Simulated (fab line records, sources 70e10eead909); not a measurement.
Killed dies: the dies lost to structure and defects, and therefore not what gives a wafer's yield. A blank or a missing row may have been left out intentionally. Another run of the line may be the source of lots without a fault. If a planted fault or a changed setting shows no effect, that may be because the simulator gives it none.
fab line records :: flow nandHarc
record
  lots=6
  wafers=18
  lastDay=34
route steps=1302 shown A_DECK1_JOINT@535 A_ONON_D2@545 END@1302
lots untouched by any fault: they come from a run of this same line in which no faults occurred
startH: start of the lot's first displayed wafer, in hours after the record's first day :: waitH: hours elapsed since this lot's preceding step :: " same as the row above :: L1.1+2: one row covering several wafers at once :: - either no value or no given start :: * or withheld: withheld :: < > ~ a bound
route shown NAME@n: NAME is a module with steps in the file, n the number in the route of the first one :: usual: mean/standard deviation of fault-free wafers :: same: alike in all rows :: chamber/n: place in a boat :: sites: per-site readings :: _std_site: the standard deviation of these :: _edge_site: inner sites' mean taken away from outer sites' mean :: radiusMm: for every site, how far away it sits from the centre of the wafer :: mask NAME#n: copy n :: behind: tool/chamber where the wafer was last shaped :: hold: why the lot went on hold/how many hours it stayed there/how the hold came to an end :: device: which transistor (n, p or np) failed to switch :: end of line: at the end of the route, the tests of the same wafers :: a step given without rows: its recipe and nothing more :: killed: not the wafer's yield, but the dies lost to structure and defects at the first sort :: map: a wafer's dies, x killed, . not, _ none there
set.NAME: the run value of the setting; set.NAME@STEP: its run value at that earlier step :: model.NAME: the simulator's own value behind a step, which no gauge read
lots at some steps of the route; a table a step, a row a wafer
services: a tool's chamber out of use, with start hour (startH, from the record's first day; less than 0 if before it), hours out, and reason
## steps
# step NHARC_A_DECK1_JOINT_CURE_26
# recipe
  tempC=150
  timeS=32
  pressureAtm=0.395
# step NHARC_A_DECK1_JOINT_ANNEAL_27
# recipe
  tempC=400
  timeS=3600
  idleTempC=300
  rampUpCPerMin=10
  densificationPH2oTorr=640
# step NHARC_A_DECK1_JOINT_ANNEAL_28
# recipe
  tempC=500
  timeS=1800
  idleTempC=400
  rampUpCPerMin=10
  densificationPH2oTorr=640
# step NHARC_A_DECK1_JOINT_ANNEAL_29
# recipe
  tempC=750
  timeS=1800
  idleTempC=500
  rampUpCPerMin=10
  rampDownCPerMin=3
# step NHARC_A_DECK1_JOINT_CMP_02
# recipe
  material=SiOx
# usual
  edgeZonePressureFrac=1.000/0.0051
  motorCurrentA=11.8/0.99
  retainingRingPressureFrac=1.000/0.0049
lot.wafer: L101.1
tool: cmp-02
chamber: 1
startH: 290.97
waitH: 0.4
edgeZonePressureFrac: 1.001
motorCurrentA: 10.8
retainingRingPressureFrac: 1.004

lot.wafer: L101.4
tool: cmp-02
chamber: 2
startH: 290.97
waitH: 0.4
edgeZonePressureFrac: 0.995
motorCurrentA: 10.5
retainingRingPressureFrac: 1.003

lot.wafer: L101.3
tool: cmp-02
chamber: 3
startH: 290.97
waitH: 0.4
edgeZonePressureFrac: 0.991
motorCurrentA: 10.6
retainingRingPressureFrac: 0.999

lot.wafer: L104.2
tool: cmp-02
chamber: 3
startH: 314.90
waitH: 0.4
edgeZonePressureFrac: 0.994
motorCurrentA: 10.4
retainingRingPressureFrac: 0.999

lot.wafer: L104.3
tool: cmp-02
chamber: 0
startH: 314.90
waitH: 0.4
edgeZonePressureFrac: 0.997
motorCurrentA: 13.4
retainingRingPressureFrac: 1.004

lot.wafer: L104.5
tool: cmp-02
chamber: 2
startH: 314.90
waitH: 0.4
edgeZonePressureFrac: 0.993
motorCurrentA: 10.4
retainingRingPressureFrac: 0.997

lot.wafer: L107.2
tool: cmp-04
chamber: 3
startH: 341.01
waitH: 0.4
edgeZonePressureFrac: 0.998
motorCurrentA: 12.1
retainingRingPressureFrac: 1.000

lot.wafer: L107.4
tool: cmp-04
chamber: 0
startH: 341.01
waitH: 0.4
edgeZonePressureFrac: 0.996
motorCurrentA: 11.3
retainingRingPressureFrac: 1.011

lot.wafer: L107.5
tool: cmp-04
chamber: 3
startH: 341.01
waitH: 0.4
edgeZonePressureFrac: 0.999
motorCurrentA: 11.8
retainingRingPressureFrac: 1.004

lot.wafer: L114.4
tool: cmp-04
chamber: 0
startH: 428.13
waitH: 0.4
edgeZonePressureFrac: 0.999
motorCurrentA: 10.8
retainingRingPressureFrac: 1.001

lot.wafer: L114.5
tool: cmp-04
chamber: 2
startH: 428.13
waitH: 0.4
edgeZonePressureFrac: 1.000
motorCurrentA: 11.8
retainingRingPressureFrac: 0.998

lot.wafer: L114.6
tool: cmp-04
chamber: 3
startH: 428.13
waitH: 0.4
edgeZonePressureFrac: 1.000
motorCurrentA: 12.1
retainingRingPressureFrac: 0.998

lot.wafer: L118.3
tool: cmp-04
chamber: 1
startH: 456.93
waitH: 0.4
edgeZonePressureFrac: 1.000
motorCurrentA: 12.6
retainingRingPressureFrac: 1.011

lot.wafer: L118.2
tool: cmp-04
chamber: 0
startH: 456.93
waitH: 0.4
edgeZonePressureFrac: 0.988
motorCurrentA: 10.9
retainingRingPressureFrac: 1.001

lot.wafer: L118.5
tool: cmp-04
chamber: 2
startH: 456.93
waitH: 0.4
edgeZonePressureFrac: 1.004
motorCurrentA: 12.2
retainingRingPressureFrac: 1.002

lot.wafer: L122.4
tool: cmp-04
chamber: 2
startH: 530.54
waitH: 0.4
edgeZonePressureFrac: 0.990
motorCurrentA: 11.9
retainingRingPressureFrac: 1.002

lot.wafer: L122.1
tool: cmp-04
chamber: 3
startH: 530.54
waitH: 0.4
edgeZonePressureFrac: 0.988
motorCurrentA: 12.7
retainingRingPressureFrac: 0.994

lot.wafer: L122.5
tool: cmp-04
chamber: 3
startH: 530.54
waitH: 0.4
edgeZonePressureFrac: 0.995
motorCurrentA: 12.4
retainingRingPressureFrac: 1.000
# step NHARC_A_DECK1_JOINT_SRD_15
# step NHARC_A_DECK1_JOINT_DEP_16
# recipe
  targetThkA=450
  tempC=400
  pressureTorr=6.5
  rfW=900
  teosFlowSccm=161.4
  flowSccm=2650
  targetThkNm=45
  gas=O2
  material=SiO2
# usual
  heaterPowerW=562/110
  throttleValvePct=16.0/0.66
lot.wafer: L101.1
tool: pecvd-03
chamber: 1
startH: 291.34
waitH: 0.1
heaterPowerW: 606
throttleValvePct: 15.3

lot.wafer: L101.3
tool: pecvd-03
chamber: 0
startH: 291.34
waitH: 0.1
heaterPowerW: 454
throttleValvePct: 16.4

lot.wafer: L101.4
tool: pecvd-03
chamber: 1
startH: 291.34
waitH: 0.1
heaterPowerW: 616
throttleValvePct: 15.2

lot.wafer: L104.3
tool: pecvd-03
chamber: 0
startH: 315.26
waitH: 0.1
heaterPowerW: 458
throttleValvePct: 16.3

lot.wafer: L104.2
tool: pecvd-03
chamber: 2
startH: 315.26
waitH: 0.1
heaterPowerW: 735
throttleValvePct: 16.2

lot.wafer: L104.5
tool: pecvd-03
chamber: 0
startH: 315.26
waitH: 0.1
heaterPowerW: 461
throttleValvePct: 16.1

lot.wafer: L107.2
tool: pecvd-01
chamber: 2
startH: 341.37
waitH: 0.1
heaterPowerW: 529
throttleValvePct: 16.2

lot.wafer: L107.4
tool: pecvd-01
chamber: 0
startH: 341.37
waitH: 0.1
heaterPowerW: 410
throttleValvePct: 14.6

lot.wafer: L107.5
tool: pecvd-01
chamber: 1
startH: 341.37
waitH: 0.1
heaterPowerW: 523
throttleValvePct: 16.1

lot.wafer: L114.4
tool: pecvd-04
chamber: 2
startH: 428.55
waitH: 0.2
heaterPowerW: 595
throttleValvePct: 17.0

lot.wafer: L114.5
tool: pecvd-04
chamber: 0
startH: 428.55
waitH: 0.2
heaterPowerW: 457
throttleValvePct: 16.5

lot.wafer: L114.6
tool: pecvd-04
chamber: 1
startH: 428.55
waitH: 0.2
heaterPowerW: 628
throttleValvePct: 17.1

lot.wafer: L118.3
tool: pecvd-03
chamber: 0
startH: 457.35
waitH: 0.1
heaterPowerW: 525
throttleValvePct: 15.9

lot.wafer: L118.2
tool: pecvd-03
chamber: 1
startH: 457.35
waitH: 0.1
heaterPowerW: 573
throttleValvePct: 15.3

lot.wafer: L118.5
tool: pecvd-03
chamber: 0
startH: 457.35
waitH: 0.1
heaterPowerW: 534
throttleValvePct: 16.0

lot.wafer: L122.1
tool: pecvd-04
chamber: 0
startH: 530.99
waitH: 0.1
heaterPowerW: 458
throttleValvePct: 17.3

lot.wafer: L122.4
tool: pecvd-04
chamber: 2
startH: 530.99
waitH: 0.1
heaterPowerW: 656
throttleValvePct: 16.7

lot.wafer: L122.5
tool: pecvd-04
chamber: 0
startH: 530.99
waitH: 0.1
heaterPowerW: 455
throttleValvePct: 16.9
# step NHARC_A_DECK1_JOINT_THK_MEAS_17
# recipe
  thkMeasGauge=ellipsometry
# usual
  thkNm=45.0/1.1
lot.wafer: L101.1
tool: filmMetro-02
chamber: -
startH: 291.61
waitH: 0.2
thkNm: 44.8

lot.wafer: L101.3
tool: filmMetro-02
chamber: -
startH: 291.61
waitH: 0.2
thkNm: 45.3

lot.wafer: L101.4
tool: filmMetro-02
chamber: -
startH: 291.61
waitH: 0.2
thkNm: 45.4

lot.wafer: L104.2
tool: filmMetro-02
chamber: -
startH: 315.54
waitH: 0.2
thkNm: 44.5

lot.wafer: L104.3
tool: filmMetro-02
chamber: -
startH: 315.54
waitH: 0.2
thkNm: 44.4

lot.wafer: L104.5
tool: filmMetro-02
chamber: -
startH: 315.54
waitH: 0.2
thkNm: 43.5

lot.wafer: L107.2
tool: filmMetro-01
chamber: -
startH: 341.65
waitH: 0.3
thkNm: 43.6

lot.wafer: L107.4
tool: filmMetro-01
chamber: -
startH: 341.65
waitH: 0.3
thkNm: 45.1

lot.wafer: L107.5
tool: filmMetro-01
chamber: -
startH: 341.65
waitH: 0.3
thkNm: 47.5

lot.wafer: L114.4
tool: filmMetro-01
chamber: -
startH: 428.74
waitH: 0.2
thkNm: 46.2

lot.wafer: L114.5
tool: filmMetro-01
chamber: -
startH: 428.74
waitH: 0.2
thkNm: 44.9

lot.wafer: L114.6
tool: filmMetro-01
chamber: -
startH: 428.74
waitH: 0.2
thkNm: 46.2

lot.wafer: L118.2
tool: filmMetro-02
chamber: -
startH: 457.60
waitH: 0.2
thkNm: 45.5

lot.wafer: L118.3
tool: filmMetro-02
chamber: -
startH: 457.60
waitH: 0.2
thkNm: 45.2

lot.wafer: L118.5
tool: filmMetro-02
chamber: -
startH: 457.60
waitH: 0.2
thkNm: 46.3

lot.wafer: L122.1
tool: filmMetro-02
chamber: -
startH: 531.21
waitH: 0.2
thkNm: 44.4

lot.wafer: L122.4
tool: filmMetro-02
chamber: -
startH: 531.21
waitH: 0.2
thkNm: 44.0

lot.wafer: L122.5
tool: filmMetro-02
chamber: -
startH: 531.21
waitH: 0.2
thkNm: 44.2
# step NHARC_A_DECK1_JOINT_INSPECT_05
# usual
  rawDefectCount=319/150
lot.wafer: L101.1
tool: defectInspect-02
chamber: -
startH: 291.65
waitH: 0.0
rawDefectCount: 282

lot.wafer: L101.3
tool: defectInspect-02
chamber: -
startH: 291.65
waitH: 0.0
rawDefectCount: 178

lot.wafer: L101.4
tool: defectInspect-02
chamber: -
startH: 291.65
waitH: 0.0
rawDefectCount: 231

lot.wafer: L104.2
tool: defectInspect-02
chamber: -
startH: 315.58
waitH: 0.0
rawDefectCount: 372

lot.wafer: L104.3
tool: defectInspect-02
chamber: -
startH: 315.58
waitH: 0.0
rawDefectCount: 700

lot.wafer: L104.5
tool: defectInspect-02
chamber: -
startH: 315.58
waitH: 0.0
rawDefectCount: 609

lot.wafer: L107.2
tool: defectInspect-01
chamber: -
startH: 341.69
waitH: 0.0
rawDefectCount: 373

lot.wafer: L107.4
tool: defectInspect-01
chamber: -
startH: 341.69
waitH: 0.0
rawDefectCount: 471

lot.wafer: L107.5
tool: defectInspect-01
chamber: -
startH: 341.69
waitH: 0.0
rawDefectCount: 351

lot.wafer: L114.4
tool: defectInspect-02
chamber: -
startH: 428.78
waitH: 0.0
rawDefectCount: 210

lot.wafer: L114.5
tool: defectInspect-02
chamber: -
startH: 428.78
waitH: 0.0
rawDefectCount: 191

lot.wafer: L114.6
tool: defectInspect-02
chamber: -
startH: 428.78
waitH: 0.0
rawDefectCount: 257

lot.wafer: L118.2
tool: defectInspect-02
chamber: -
startH: 457.64
waitH: 0.0
rawDefectCount: 349

lot.wafer: L118.3
tool: defectInspect-02
chamber: -
startH: 457.64
waitH: 0.0
rawDefectCount: 199

lot.wafer: L118.5
tool: defectInspect-02
chamber: -
startH: 457.64
waitH: 0.0
rawDefectCount: 235

lot.wafer: L122.1
tool: defectInspect-02
chamber: -
startH: 531.25
waitH: 0.0
rawDefectCount: 206

lot.wafer: L122.4
tool: defectInspect-02
chamber: -
startH: 531.25
waitH: 0.0
rawDefectCount: 356

lot.wafer: L122.5
tool: defectInspect-02
chamber: -
startH: 531.25
waitH: 0.0
rawDefectCount: 401
# step NHARC_A_ONON_D2_DEP_00
# recipe
  targetThkA=10000
  n2FlowSccm=2750
  n2oFlowSccm=2000
  nh3FlowSccm=500
  sih4FlowSccm=210
  tempC=400
# step NHARC_A_ONON_D2_THK_MEAS_02
# recipe
  thkMeasGauge=ellipsometry
# usual
  thkNm=1001/12
lot.wafer: L101.1
tool: filmMetro-01
chamber: -
startH: 292.22
waitH: -
thkNm: 991

lot.wafer: L101.3
tool: filmMetro-01
chamber: -
startH: 292.22
waitH: -
thkNm: 994

lot.wafer: L101.4
tool: filmMetro-01
chamber: -
startH: 292.22
waitH: -
thkNm: 994

lot.wafer: L104.2
tool: filmMetro-01
chamber: -
startH: 316.16
waitH: -
thkNm: 986

lot.wafer: L104.3
tool: filmMetro-01
chamber: -
startH: 316.16
waitH: -
thkNm: 986

lot.wafer: L104.5
tool: filmMetro-01
chamber: -
startH: 316.16
waitH: -
thkNm: 986

lot.wafer: L107.2
tool: filmMetro-01
chamber: -
startH: 342.26
waitH: -
thkNm: 980

lot.wafer: L107.4
tool: filmMetro-01
chamber: -
startH: 342.26
waitH: -
thkNm: 979

lot.wafer: L107.5
tool: filmMetro-01
chamber: -
startH: 342.26
waitH: -
thkNm: 980

lot.wafer: L114.4
tool: filmMetro-01
chamber: -
startH: 429.35
waitH: -
thkNm: 1018

lot.wafer: L114.5
tool: filmMetro-01
chamber: -
startH: 429.35
waitH: -
thkNm: 1018

lot.wafer: L114.6
tool: filmMetro-01
chamber: -
startH: 429.35
waitH: -
thkNm: 1016

lot.wafer: L118.2
tool: filmMetro-01
chamber: -
startH: 458.28
waitH: -
thkNm: 1010

lot.wafer: L118.3
tool: filmMetro-01
chamber: -
startH: 458.28
waitH: -
thkNm: 1011

lot.wafer: L118.5
tool: filmMetro-01
chamber: -
startH: 458.28
waitH: -
thkNm: 1010

lot.wafer: L122.1
tool: filmMetro-02
chamber: -
startH: 531.83
waitH: -
thkNm: 1018

lot.wafer: L122.4
tool: filmMetro-02
chamber: -
startH: 531.83
waitH: -
thkNm: 1018

lot.wafer: L122.5
tool: filmMetro-02
chamber: -
startH: 531.83
waitH: -
thkNm: 1020
# step NHARC_A_ONON_D2_DEP_03
# recipe
  targetThkA=10000
  n2FlowSccm=2750
  n2oFlowSccm=2000
  nh3FlowSccm=500
  sih4FlowSccm=210
  tempC=400
# usual
  n2oFlowSccm=2002/6
lot.wafer: L101.1
tool: pecvdOnon-01
chamber: 0
startH: 292.28
waitH: 0.1
n2oFlowSccm: 2011

lot.wafer: L101.3
tool: pecvdOnon-01
chamber: 0
startH: 292.28
waitH: 0.1
n2oFlowSccm: 2009

lot.wafer: L101.4
tool: pecvdOnon-01
chamber: 0
startH: 292.28
waitH: 0.1
n2oFlowSccm: 2015

lot.wafer: L104.2
tool: pecvdOnon-01
chamber: 0
startH: 316.27
waitH: 0.1
n2oFlowSccm: 2004

lot.wafer: L104.3
tool: pecvdOnon-01
chamber: 0
startH: 316.27
waitH: 0.1
n2oFlowSccm: 1994

lot.wafer: L104.5
tool: pecvdOnon-01
chamber: 0
startH: 316.27
waitH: 0.1
n2oFlowSccm: 1999

lot.wafer: L107.2
tool: pecvdOnon-01
chamber: 0
startH: 342.38
waitH: 0.1
n2oFlowSccm: 1999

lot.wafer: L107.4
tool: pecvdOnon-01
chamber: 0
startH: 342.38
waitH: 0.1
n2oFlowSccm: 1998

lot.wafer: L107.5
tool: pecvdOnon-01
chamber: 0
startH: 342.38
waitH: 0.1
n2oFlowSccm: 2002

lot.wafer: L114.4
tool: pecvdOnon-02
chamber: 0
startH: 429.58
waitH: 0.2
n2oFlowSccm: 2003

lot.wafer: L114.5
tool: pecvdOnon-02
chamber: 0
startH: 429.58
waitH: 0.2
n2oFlowSccm: 2007

lot.wafer: L114.6
tool: pecvdOnon-02
chamber: 0
startH: 429.58
waitH: 0.2
n2oFlowSccm: 2010

lot.wafer: L118.2
tool: pecvdOnon-02
chamber: 0
startH: 458.45
waitH: 0.2
n2oFlowSccm: 2004

lot.wafer: L118.3
tool: pecvdOnon-02
chamber: 0
startH: 458.45
waitH: 0.2
n2oFlowSccm: 2005

lot.wafer: L118.5
tool: pecvdOnon-02
chamber: 0
startH: 458.45
waitH: 0.2
n2oFlowSccm: 2013

lot.wafer: L122.1
tool: pecvdOnon-02
chamber: 0
startH: 531.88
waitH: 0.1
n2oFlowSccm: 1992

lot.wafer: L122.4
tool: pecvdOnon-02
chamber: 0
startH: 531.88
waitH: 0.1
n2oFlowSccm: 2000

lot.wafer: L122.5
tool: pecvdOnon-02
chamber: 0
startH: 531.88
waitH: 0.1
n2oFlowSccm: 2002
# step NHARC_A_ONON_D2_THK_MEAS_05
# recipe
  thkMeasGauge=ellipsometry
# usual
  thkNm=1000/10
lot.wafer: L101.1
tool: filmMetro-02
chamber: -
startH: 292.82
waitH: -
hold: -
thkNm: 998

lot.wafer: L101.3
tool: filmMetro-02
chamber: -
startH: 292.82
waitH: -
hold: -
thkNm: 999

lot.wafer: L101.4
tool: filmMetro-02
chamber: -
startH: 292.82
waitH: -
hold: -
thkNm: 997

lot.wafer: L104.2
tool: filmMetro-02
chamber: -
startH: 316.73
waitH: -
hold: awaitDispo/0.2h/release
thkNm: 1573

lot.wafer: L104.3
tool: filmMetro-02
chamber: -
startH: 316.73
waitH: -
hold: awaitDispo/0.2h/release
thkNm: 1573

lot.wafer: L104.5
tool: filmMetro-02
chamber: -
startH: 316.73
waitH: -
hold: awaitDispo/0.2h/release
thkNm: 1572

lot.wafer: L104.2
tool: filmMetro-02
chamber: -
startH: 316.90
waitH: 0.2
hold: -
thkNm: 1574

lot.wafer: L104.3
tool: filmMetro-02
chamber: -
startH: 316.90
waitH: 0.2
hold: -
thkNm: 1573

lot.wafer: L104.5
tool: filmMetro-02
chamber: -
startH: 316.90
waitH: 0.2
hold: -
thkNm: 1573

lot.wafer: L107.2
tool: filmMetro-01
chamber: -
startH: 342.85
waitH: -
hold: awaitDispo/0.2h/release
thkNm: 1569

lot.wafer: L107.4
tool: filmMetro-01
chamber: -
startH: 342.85
waitH: -
hold: awaitDispo/0.2h/release
thkNm: 1569

lot.wafer: L107.5
tool: filmMetro-01
chamber: -
startH: 342.85
waitH: -
hold: awaitDispo/0.2h/release
thkNm: 1569

lot.wafer: L107.2
tool: filmMetro-01
chamber: -
startH: 343.03
waitH: 0.2
hold: -
thkNm: 1571

lot.wafer: L107.4
tool: filmMetro-01
chamber: -
startH: 343.03
waitH: 0.2
hold: -
thkNm: 1569

lot.wafer: L107.5
tool: filmMetro-01
chamber: -
startH: 343.03
waitH: 0.2
hold: -
thkNm: 1571

lot.wafer: L114.4
tool: filmMetro-02
chamber: -
startH: 429.92
waitH: -
hold: -
thkNm: 1027

lot.wafer: L114.5
tool: filmMetro-02
chamber: -
startH: 429.92
waitH: -
hold: -
thkNm: 1027

lot.wafer: L114.6
tool: filmMetro-02
chamber: -
startH: 429.92
waitH: -
hold: -
thkNm: 1027

lot.wafer: L118.2
tool: filmMetro-01
chamber: -
startH: 458.90
waitH: -
hold: -
thkNm: 981

lot.wafer: L118.3
tool: filmMetro-01
chamber: -
startH: 458.90
waitH: -
hold: -
thkNm: 980

lot.wafer: L118.5
tool: filmMetro-01
chamber: -
startH: 458.90
waitH: -
hold: -
thkNm: 980

lot.wafer: L122.1
tool: filmMetro-02
chamber: -
startH: 532.39
waitH: -
hold: -
thkNm: 1010

lot.wafer: L122.4
tool: filmMetro-02
chamber: -
startH: 532.39
waitH: -
hold: -
thkNm: 1011

lot.wafer: L122.5
tool: filmMetro-02
chamber: -
startH: 532.39
waitH: -
hold: -
thkNm: 1011
# step NHARC_END_SORT_01
# recipe
  tempC=25
# usual
  defectLimitedYield=90.8/2.2
  killedAtArray=58/15
  killedAtOther=0.8/1.2
  killedAtPeriphery=3.5/2.5
  killedDies=62/15
  killedOpen=3.2/1.7
  killedShort=2.4/1.5
# same
  grossDies=677
lot.wafer: L101.1
tool: prober-02
chamber: 0
startH: 566.00
waitH: 2.5
defectLimitedYield[%]: 91.1
killedAtArray: 59
killedAtOther: 0
killedAtPeriphery: 1
killedDies: 60
killedOpen: 2
killedShort: 1

lot.wafer: L101.3
tool: prober-02
chamber: 0
startH: 567.58
waitH: 3.1
defectLimitedYield[%]: 92.3
killedAtArray: 50
killedAtOther: 0
killedAtPeriphery: 2
killedDies: 52
killedOpen: 0
killedShort: 1

lot.wafer: L101.4
tool: prober-02
chamber: 0
startH: 568.37
waitH: 3.4
defectLimitedYield[%]: 91.0
killedAtArray: 60
killedAtOther: 0
killedAtPeriphery: 1
killedDies: 61
killedOpen: 4
killedShort: 2

lot.wafer: L114.4
tool: prober-01
chamber: 0
startH: 725.88
waitH: 3.4
defectLimitedYield[%]: 95.3
killedAtArray: 31
killedAtOther: 0
killedAtPeriphery: 1
killedDies: 32
killedOpen: 2
killedShort: 4

lot.wafer: L114.5
tool: prober-01
chamber: 0
startH: 726.69
waitH: 3.7
defectLimitedYield[%]: 93.6
killedAtArray: 35
killedAtOther: 1
killedAtPeriphery: 7
killedDies: 43
killedOpen: 6
killedShort: 3

lot.wafer: L114.6
tool: prober-01
chamber: 0
startH: 727.49
waitH: 4.0
defectLimitedYield[%]: 92.5
killedAtArray: 50
killedAtOther: 1
killedAtPeriphery: 0
killedDies: 51
killedOpen: 2
killedShort: 2

lot.wafer: L118.2
tool: prober-02
chamber: 0
startH: 750.77
waitH: 2.8
defectLimitedYield[%]: 91.4
killedAtArray: 51
killedAtOther: 0
killedAtPeriphery: 7
killedDies: 58
killedOpen: 4
killedShort: 3

lot.wafer: L118.3
tool: prober-02
chamber: 0
startH: 751.57
waitH: 3.1
defectLimitedYield[%]: 93.1
killedAtArray: 42
killedAtOther: 0
killedAtPeriphery: 5
killedDies: 47
killedOpen: 7
killedShort: 3

lot.wafer: L118.5
tool: prober-02
chamber: 0
startH: 753.19
waitH: 3.7
defectLimitedYield[%]: 92.3
killedAtArray: 44
killedAtOther: 1
killedAtPeriphery: 7
killedDies: 52
killedOpen: 3
killedShort: 0

lot.wafer: L122.1
tool: prober-01
chamber: 0
startH: 823.03
waitH: 2.5
defectLimitedYield[%]: 91.4
killedAtArray: 53
killedAtOther: 1
killedAtPeriphery: 4
killedDies: 58
killedOpen: 6
killedShort: 2

lot.wafer: L122.4
tool: prober-01
chamber: 0
startH: 825.46
waitH: 3.4
defectLimitedYield[%]: 92.0
killedAtArray: 49
killedAtOther: 0
killedAtPeriphery: 5
killedDies: 54
killedOpen: 0
killedShort: 4

lot.wafer: L122.5
tool: prober-01
chamber: 0
startH: 826.26
waitH: 3.7
defectLimitedYield[%]: 92.8
killedAtArray: 44
killedAtOther: 0
killedAtPeriphery: 5
killedDies: 49
killedOpen: 6
killedShort: 4
# killed by level:class
L101.1 A_CHANNEL_HOLE_D2:chamberFilmFlake=33 A_STAIRCASE:chamberFilmFlake=11 A_CHANNEL_FILL_D1:chamberFilmFlake=4 A_CONTACT:chamberFilmFlake=4 A_WL_FILL:chamberFilmFlake=2 P_M2:geometricParticle:open=1 A_DECK1_JOINT:geometricParticle:short=1 A_DECK1_JOINT:geometricParticle:open=1
L101.3 A_CHANNEL_HOLE_D2:chamberFilmFlake=35 A_STAIRCASE:chamberFilmFlake=6 A_WL_FILL:chamberFilmFlake=3 A_CONTACT:chamberFilmFlake=3 A_ONON_D2:geometricParticle:short=1 P_STI:chamberFilmFlake=1 P_GATE:chamberFilmFlake=1 A_ZERO_WELL:chamberFilmFlake=1
L101.4 A_CHANNEL_HOLE_D2:chamberFilmFlake=44 A_CONTACT:chamberFilmFlake=4 A_STAIRCASE:chamberFilmFlake=3 A_CHANNEL_FILL_D1:chamberFilmFlake=2 P_M0:geometricParticle:open=1 A_CHANNEL_FILL_D1:geometricParticle:open=1 A_DECK1_JOINT:geometricParticle:open=1 A_CHANNEL_FILL_D2:geometricParticle:open=1
L114.4 A_STAIRCASE:chamberFilmFlake=8 A_CONTACT:chamberFilmFlake=6 A_CHANNEL_HOLE_D1:chamberFilmFlake=4 A_SLIT:chamberFilmFlake=4 A_ONON_D1:geometricParticle:short=3 A_BLC:geometricParticle:open=2 A_BONDPAD:chamberFilmFlake=2 A_DECK1_JOINT:geometricParticle:short=1
L114.5 A_CONTACT:chamberFilmFlake=7 A_STAIRCASE:chamberFilmFlake=6 A_SLIT:chamberFilmFlake=6 A_CHANNEL_HOLE_D1:chamberFilmFlake=5 A_BONDPAD:chamberFilmFlake=4 P_GATE:chamberFilmFlake=3 P_GATE:geometricParticle:open=2 A_M0:chamberFilmFlake=2
L114.6 A_STAIRCASE:chamberFilmFlake=12 A_CHANNEL_HOLE_D1:chamberFilmFlake=11 A_BONDPAD:chamberFilmFlake=9 A_SLIT:chamberFilmFlake=7 A_CONTACT:chamberFilmFlake=5 A_CHANNEL_HOLE_D1:geometricParticle:open=1 A_SGD_CUT:geometricParticle:short=1 A_WL_FILL:geometricParticle:short=1
L118.2 A_CHANNEL_HOLE_D1:chamberFilmFlake=38 P_STI:chamberFilmFlake=6 A_SLIT:chamberFilmFlake=2 A_STAIRCASE:chamberFilmFlake=2 A_ONON_D1:geometricParticle:open=1 A_ONON_D1:geometricParticle:short=1 A_CHANNEL_FILL_D1:geometricParticle:open=1 A_ONON_D2:geometricParticle:open=1
L118.3 A_CHANNEL_HOLE_D1:chamberFilmFlake=26 P_STI:chamberFilmFlake=3 A_SLIT:chamberFilmFlake=3 A_CHANNEL_FILL_D1:geometricParticle:open=2 A_M0:geometricParticle:open=2 P_CONTACT:geometricParticle:open=1 A_SOURCE_PLATE:geometricParticle:short=1 A_ONON_D2:geometricParticle:open=1
L118.5 A_CHANNEL_HOLE_D1:chamberFilmFlake=31 A_SLIT:chamberFilmFlake=6 P_STI:chamberFilmFlake=4 P_CONTACT:geometricParticle:open=3 A_WL_FILL:chamberFilmFlake=2 A_CHANNEL_HOLE_D2:chamberFilmFlake=1 A_STAIRCASE:chamberFilmFlake=1 A_BLC:chamberFilmFlake=1
L122.1 A_SLIT:chamberFilmFlake=35 A_CONTACT:chamberFilmFlake=5 A_CHANNEL_HOLE_D2:chamberFilmFlake=3 P_M0:geometricParticle:open=2 P_ZERO_WELL:chamberFilmFlake=2 A_STAIRCASE:chamberFilmFlake=2 A_SOURCE_PLATE:geometricParticle:open=1 A_ONON_D1:geometricParticle:short=1
L122.4 A_SLIT:chamberFilmFlake=36 P_BONDPAD:chamberFilmFlake=3 A_CHANNEL_HOLE_D2:chamberFilmFlake=3 A_STAIRCASE:chamberFilmFlake=2 A_CONTACT:chamberFilmFlake=2 P_STI:geometricParticle:short=1 A_ONON_D1:geometricParticle:short=1 A_CHANNEL_HOLE_D1:geometricParticle:short=1
L122.5 A_SLIT:chamberFilmFlake=25 A_CHANNEL_HOLE_D2:chamberFilmFlake=5 P_BONDPAD:chamberFilmFlake=3 A_CONTACT:chamberFilmFlake=3 A_STAIRCASE:chamberFilmFlake=2 P_CONTACT:geometricParticle:open=1 P_M1:geometricParticle:short=1 A_ONON_D1:geometricParticle:short=1
## services
tool: pecvd-04
chamber: -
startH: 269.00
hours: 13.0
kind: pm

tool: pecvdOnon-01
chamber: -
startH: 269.37
hours: 13.0
kind: pm

tool: cmp-02
chamber: -
startH: 275.55
hours: 2.2
kind: repair

tool: pecvd-04
chamber: 0
startH: 299.45
hours: 1.9
kind: repair

tool: cmp-04
chamber: -
startH: 302.78
hours: 13.3
kind: repair

tool: cmp-02
chamber: -
startH: 310.13
hours: 2.6
kind: repair

tool: cmp-04
chamber: -
startH: 316.11
hours: 4.0
kind: pm

tool: cmp-02
chamber: -
startH: 343.89
hours: 4.0
kind: pm

tool: cmp-04
chamber: -
startH: 363.76
hours: 0.6
kind: repair

tool: pecvdOnon-02
chamber: -
startH: 366.00
hours: 13.0
kind: pm

tool: pecvd-03
chamber: -
startH: 366.24
hours: 13.0
kind: pm

tool: cmp-02
chamber: -
startH: 398.22
hours: 1.2
kind: repair

tool: cmp-04
chamber: -
startH: 414.11
hours: 4.0
kind: pm

tool: cmp-04
chamber: -
startH: 420.61
hours: 3.7
kind: repair

tool: cmp-02
chamber: -
startH: 441.89
hours: 4.0
kind: pm

tool: pecvd-04
chamber: -
startH: 450.00
hours: 13.0
kind: pm

tool: pecvdOnon-01
chamber: -
startH: 450.37
hours: 13.0
kind: pm

tool: cmp-02
chamber: -
startH: 458.00
hours: 5.0
kind: repair

tool: cmp-04
chamber: -
startH: 482.93
hours: 1.0
kind: repair

tool: cmp-04
chamber: -
startH: 497.36
hours: 1.3
kind: repair

tool: pecvd-03
chamber: -
startH: 501.58
hours: 6.1
kind: repair

tool: cmp-04
chamber: -
startH: 512.11
hours: 4.0
kind: pm

tool: pecvd-03
chamber: 1
startH: 522.78
hours: 4.3
kind: repair

tool: pecvd-04
chamber: -
startH: 525.46
hours: 1.0
kind: repair
## key
firstSign
  step=NHARC_A_ONON_D2_THK_MEAS_05
  reading=visit
  direction=added
effect
  step=NHARC_A_ONON_D2_THK_MEAS_05
  reading=thkNm
  direction=up
  sigmas=56
  usual=1000
  struck=1571
metAt NHARC_A_ONON_D2_DEP_03
struckWafers L104.2,L104.3,L104.5,L107.2,L107.4,L107.5
scrappedBehind NHARC_A_ONON_D2_THK_MEAS_05 L104.2,L104.3,L104.5,L107.2,L107.4,L107.5
onsetBetween 292.28 316.27
fault
  kind=processParameterDrift
  tool=pecvdOnon-01
  chamber=0
  onsetH=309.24
  steps=NHARC_A_ONON_D2_DEP_03
  channel=targetThkA
  offset=*
  shape=step
  endH=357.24
  actsIn=*
  stated=*
